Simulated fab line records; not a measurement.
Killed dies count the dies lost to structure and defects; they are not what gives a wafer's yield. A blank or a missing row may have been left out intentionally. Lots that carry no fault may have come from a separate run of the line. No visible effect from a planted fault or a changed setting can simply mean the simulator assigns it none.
Chamber matching / flow nand_harc / NHARC_A_STAIRCASE_TRIM_20 on rie_diel-06: 4 sister chambers
The step chemistry O2, time 211.2 s. 4 wafers are shown with their chamber, then 8 later ones without.

== EACH WAFER AND ITS CHAMBER ==
wafer=L085.1; chamber=1; showerhead_plenum_p_Torr (Torr)=3.33
wafer=L090.1; chamber=2; showerhead_plenum_p_Torr (Torr)=3.33
wafer=L090.5; chamber=3; showerhead_plenum_p_Torr (Torr)=3.63
wafer=L093.1; chamber=0; showerhead_plenum_p_Torr (Torr)=3.29

== WAFERS WHOSE CHAMBER IS MISSING ==
wafer=L093.3; showerhead_plenum_p_Torr (Torr)=3.33
wafer=L093.5; showerhead_plenum_p_Torr (Torr)=3.29
wafer=L092.3; showerhead_plenum_p_Torr (Torr)=3.29
wafer=L092.5; showerhead_plenum_p_Torr (Torr)=3.29
wafer=L092.6; showerhead_plenum_p_Torr (Torr)=3.33
wafer=L095.1; showerhead_plenum_p_Torr (Torr)=3.32
wafer=L095.3; showerhead_plenum_p_Torr (Torr)=3.62
wafer=L095.5; showerhead_plenum_p_Torr (Torr)=3.29

== THE CHAMBER EACH PASSED THROUGH ==
wafer=L093.3; from the rows above=can't be placed: 1 or 2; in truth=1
wafer=L093.5; from the rows above=0; in truth=0
wafer=L092.3; from the rows above=0; in truth=0
wafer=L092.5; from the rows above=0; in truth=0
wafer=L092.6; from the rows above=can't be placed: 1 or 2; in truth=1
wafer=L095.1; from the rows above=can't be placed: 1 or 2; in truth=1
wafer=L095.3; from the rows above=3; in truth=3
wafer=L095.5; from the rows above=0; in truth=0
Placed correctly: 5 of 8. Not placeable from these rows: 3 (in 3, the candidates include the true chamber). Wrongly placed: 0.
How it was worked out, from the rows above alone: a wafer's distance from a chamber is the root of the sum, over the readings, of the square of ((its reading less the chamber's mean) divided by the reading's scatter). If the next closest chamber is less than 2 further off than the closest, the wafer can't be placed; otherwise it belongs to the closest. Each chamber's mean is taken over the wafers shown for it. The scatter: with one shown wafer a chamber, the root of the mean of the squares of how far each hidden wafer lies from its nearest shown one.
